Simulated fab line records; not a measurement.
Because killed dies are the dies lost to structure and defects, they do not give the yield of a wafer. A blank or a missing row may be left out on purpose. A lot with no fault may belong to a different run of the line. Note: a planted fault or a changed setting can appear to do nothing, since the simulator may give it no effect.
A lot that was struck, set against a sound lot -- flow n5-finfet -- 38 steps out of a route of 1938
Sound: the wafers L610.4, L610.5, L610.6. The struck wafers were L624.1, L624.4, L624.5. The cause is named last.
For every step that has rows: the tool of each side, followed by ch and its chambers, followed by its first start. Under that, the readings that differ: sound wafers -- struck wafers -- difference of the means -- sigmas: that difference in standard deviations of wafers without a fault.
alike: readings whose means differ by less than 2 such deviations, and words and numbers that are the same on both sides. not compared: withheld readings, readings that some wafer has no value for, bounds like >300 that may hide the same value, and numbers for which the record gives no deviation and whose values overlap.
Wherever a step has rows on one side only, a row that says differs or no value, or a row with sigmas, the two part there. When numbers do not overlap yet have no deviation, they are printed without sigmas and do not part them. A reading that every wafer of one side lacks parts them only if that side has two wafers or more.

first, 9 steps without rows for these wafers: N5_BEOL_M1_ANNEAL_95 (time 240 s); N5_BEOL_M1_SPUTTER_96 (material Cu, target thk 4.5 nm, time 8.29 s); N5_BEOL_M1_ECD_50 (material Cu, target thk 300 nm); N5_BEOL_M1_ANNEAL_51 (time 90 s); N5_BEOL_M1_CMP_52 (polishes, stops on SiOC, t overpolish 6.8 s, target thk 40 nm); N5_BEOL_M1_PRE_CLEAN_60 (time 15 s); N5_BEOL_M1_CO_CAP_55 (material Co, precursor CCTBA/H2, target thk 2 nm, time 102.1 s); N5_BEOL_M1_PRE_CLEAN_56 (time 15 s); N5_BEOL_M1_DEP_57 (deposits SiCN from 3MS/NH3, target thk 8 nm, time 14 s).
N5_BEOL_M2_ILD_DEP_00: deposits SiOC from DEMS/O2, target thk 79 nm, time 15.3 s.
  sound on pecvd-02 ch 0,1,2, day 7 00:40; struck on pecvd-02 ch 0,1, day 10 01:29
  alike: heater-power-w, showerhead-plenum-p-Torr, showerhead-vpp-V, susceptor-temp-C, throttle-valve-pct
  not compared: since-wet-clean-h
N5_BEOL_M2_THK_MEAS_01:
  struck on film-metro-01, day 10 01:34; sound on film-metro-01, day 7 00:43
reading,sound,struck,difference,sigmas
M2_ILD_THK (nm),78.6 79.8 79.4,156.0 159.5 159.7,+79.1,+72
then, 24 steps without rows for these wafers: N5_BEOL_M2_PECVD_72 (deposits SiO2 from TEOS/O2, target thk 16 nm, time 18 s); N5_BEOL_M2_HM_DEP_02 (deposits TiN, target thk 20 nm); N5_BEOL_M2_COAT_61 (time 60 s, resist thk 60 nm); N5_BEOL_M2_COAT_62 (time 60 s, resist thk 12 nm); N5_BEOL_M2_COAT_73 (time 60 s, resist thk 5 nm); N5_BEOL_M2_COAT_05 (resist thk 30 nm); N5_BEOL_M2_EBR_07; N5_BEOL_M2_SOFTBAKE_06 (time 60 s); N5_BEOL_M2_EXPOSE_08 (exposes mask M2); N5_BEOL_M2_PEB_09 (peb time 60 s); N5_BEOL_M2_DEVELOP_10 (develop time 30 s); N5_BEOL_M2_DESCUM_16 (chemistry O2, time 7 s); N5_BEOL_M2_ETCH_74 (etches underlayer in N2/H2, target depth 6.5 nm, time 5.2 s); N5_BEOL_M2_ETCH_63 (etches SiARC in CF4, target depth 15.6 nm, time 26 s); N5_BEOL_M2_ETCH_64 (etches SOC in N2/H2, target depth 75 nm, overetch 22.5 nm, time 121.9 s); N5_BEOL_M2_STRIP_65 (strips in N2/H2); N5_BEOL_M2_STRIP_75 (strips in N2/H2); N5_BEOL_M2_STRIP_66 (strips in CF4); N5_BEOL_M2_HM_OPEN_17 (chemistry Cl2/BCl3, target TiN, target depth 20 nm, overetch 6 nm); N5_BEOL_M2_STRIP_19 (strips in O2); N5_BEOL_M2_COAT_67 (time 60 s, resist thk 60 nm); N5_BEOL_M2_COAT_68 (time 60 s, resist thk 12 nm); N5_BEOL_M2_COAT_76 (time 60 s, resist thk 5 nm); N5_BEOL_M2_COAT_22 (resist thk 30 nm).
N5_BEOL_M2_CMP_52: polishes, stops on SiOC, t overpolish 6.8 s, target thk 40 nm.
  sound on cmp-01 ch 0,3, day 7 13:55; struck on cmp-01 ch 0,1,3, day 10 16:09
reading,sound,struck,difference,sigmas
model.SiOC_of_BEOL_M2_ILD_DEP_00.thk-nm (nm),75.6 76.8 76.4,153 156.4 156.8,+79,
  alike: barrier-field-endpoint-s, clearing-platen-down-force-psi, motor-current-A, overpolish-run-s, time-to-endpoint-s
N5_BEOL_M4_RC_MEAS_101:
  the record has rows for the sound wafers here (prober-01 ch 0, day 9 03:48) and none for the struck ones
-- here the record skips 7 days between the struck wafers' starts before and after, leaving off in module BEOL_M4 and picking up in module PASSIVATION (first step shown: number 1936 of the route) --
N5_PASSIVATION_PROBE_49:
  struck on prober-01, day 17 14:14; sound on prober-01, day 13 07:08
reading,sound,struck,difference,sigmas
defect-limited-yield (%),92.8 93.4 92.1,0 0 0,-93,-66
killed_at_M0_to_M3,23 26 33,1103 1103 1096,+1073,+98
killed-at-contacts,11 7 13,33 25 30,+19,+3
killed-dies,85 78 93,1180 1180 1180,+1095,+64
killed-on-rim,12 7 9,152 152 152,+143,+35
killed-short,28 19 27,38 52 39,+18,+2
sort_bin_5_function (%),3.9 3.4 4.5,95.9 95.1 95.5,+91.6,+99 or more
sort-n-pass,1095 1102 1087,0 0 0,-1095,-64
sort-yield-pct (%),92.8 93.4 92.1,0 0 0,-93,-66
  alike: killed_at_M4_up, killed-at-front-end, killed-at-other, killed-open, sort_bin_6_memory

== WHERE THEY PART ==
At N5_BEOL_M2_THK_MEAS_01 first; at N5_PASSIVATION_PROBE_49 last (within this record only).

WHY: the cause the simulator had injected
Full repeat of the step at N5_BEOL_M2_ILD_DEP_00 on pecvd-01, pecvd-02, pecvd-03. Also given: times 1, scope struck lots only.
